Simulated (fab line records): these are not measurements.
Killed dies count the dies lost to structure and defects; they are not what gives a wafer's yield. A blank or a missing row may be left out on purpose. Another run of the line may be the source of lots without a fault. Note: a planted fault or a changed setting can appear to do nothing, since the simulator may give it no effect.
Comparing a struck lot with a sound one    flow n5Finfet    17 out of 1938 route steps
Sound: these wafers, L936.2, L936.3, L936.6. Struck: wafer L944.2 (L944.1, L944.6, from the same lot, were not struck and are left out); the cause is given at the end.
Each step with rows lists, per side, the tool, then ch with its chambers, then its first start. Under that, the readings that differ: sound wafers    struck wafers    difference of the means    sigmas: that difference in standard deviations of wafers without a fault.
alike: words and numbers the same on both sides, and readings whose means are apart by under 2 such deviations; not compared: readings that were withheld, readings missing a value for some wafer, numbers with overlapping values and no deviation given by the record, and bounds like >300 which may hide the same value.
A row with sigmas, a row that says differs or no value, or rows on one side alone: a step with any of these is where the two part. When numbers do not overlap yet have no deviation, they are printed without sigmas and do not part them. A reading missing from all wafers of one side parts the sides only when that side holds two or more wafers.

first, 4 steps without rows for these wafers: N5_BEOL_M11_HM_STRIP_39 (strips TiN in peroxide tin strip, target depth 25 nm, time 158 s); N5_BEOL_M11_SRD_40 (time 30 s); N5_BEOL_M11_PRECLEAN_42 (cleans in residue remover, time 60 s); N5_BEOL_M11_SRD_43 (time 30 s).
N5_BEOL_M11_CD_MEAS_35: target cd 70 nm.
  sound on cdSem-02, day 11 23:44; struck on cdSem-01, day 14 07:13
  alike: cdNm
then, 1 step without rows for these wafers: N5_BEOL_M11_CURE_72 (cures SiCOH lowk, time 120 s).
N5_BEOL_M11_DEGAS_44: time 60 s.
  sound on pvdSputter-02, day 12 00:56; struck on pvdSputter-02, day 14 08:02
  alike: heaterPowerW
N5_BEOL_M11_PRE_CLEAN_45: time 30 s.
  sound on pvdSputter-02, day 12 00:59; struck on pvdSputter-02, day 14 08:04
  alike: heaterPowerW
then, 1 step without rows for these wafers: N5_BEOL_M11_ALD_74 (deposits TaN, target thk 2 nm, pulse time 2 s, purge time 3 s).
N5_BEOL_M11_SURFACE_TREAT_76:
  sound on pvdSputter-02, day 12 01:22; struck on pvdSputter-02, day 14 08:40
  not compared: throttleValvePct
then, 1 step without rows for these wafers: N5_BEOL_M11_CVD_75 (deposits Co from CCTBA/H2, target thk 2 nm, time 138.9 s).
N5_BEOL_M11_SPUTTER_48: material Cu, target thk 12 nm, time 2 s.
  sound on pvdSputter-02, day 12 01:50; struck on pvdSputter-02, day 14 09:05
  alike: cathodeDcPowerW, throttleValvePct
N5_BEOL_M11_ECD_50: material Cu, target thk 318 nm.
  sound on ecdCu-02 ch 0,1, day 12 01:58; struck on ecdCu-02 ch 0, day 14 09:12
reading                                 sound              struck  difference  sigmas
model.Cu_of_BEOL_M11_ECD_50.thkNm (nm)  316.6 320.6 315.4  239.4   -78.1       
N5_BEOL_M11_ANNEAL_51: time 90 s.
  sound on rtpAnneal-02 ch 0, day 12 02:07; struck on rtpAnneal-02 ch 0, day 14 09:19
  alike: wafer_temp_C_max
N5_BEOL_M11_CMP_52: polishes, stops on SiCOH lowk, t overpolish 7 s, target thk 140 nm.
  sound on cmp-02 ch 0,2,3, day 12 02:25; struck on cmp-03 ch 0, day 14 09:37
reading              sound     struck  difference  sigmas
timeToEndpointS (s)  65 73 73  47      -23         -6
  alike: motorCurrentA, platenRpm
  not compared: padLifeWafers
N5_BEOL_M11_THK_MEAS_53: measures by xrf.
  sound on filmMetro-02, day 12 02:40; struck on filmMetro-02, day 14 09:54
  alike: M11_THK
N5_PASSIVATION_PROBE_49:
  sound on prober-02, day 13 21:55; struck on prober-01, day 16 04:20
  alike: defectLimitedYield, killed_at_M0_to_M3, killed_at_M4_up, killedAtContacts, killedAtFrontEnd, killedAtOther, killedDies, killedOnRim, killedOpen, killedShort, sort_bin_5_function, sort_bin_6_memory, sortNPass, sortYieldPct

WHERE THEY PART
Only at N5_BEOL_M11_CMP_52, as far as this record shows. Later steps at which nothing parts them and some readings are alike: N5_BEOL_M11_THK_MEAS_53, N5_PASSIVATION_PROBE_49.

WHY: whatever the simulator had introduced
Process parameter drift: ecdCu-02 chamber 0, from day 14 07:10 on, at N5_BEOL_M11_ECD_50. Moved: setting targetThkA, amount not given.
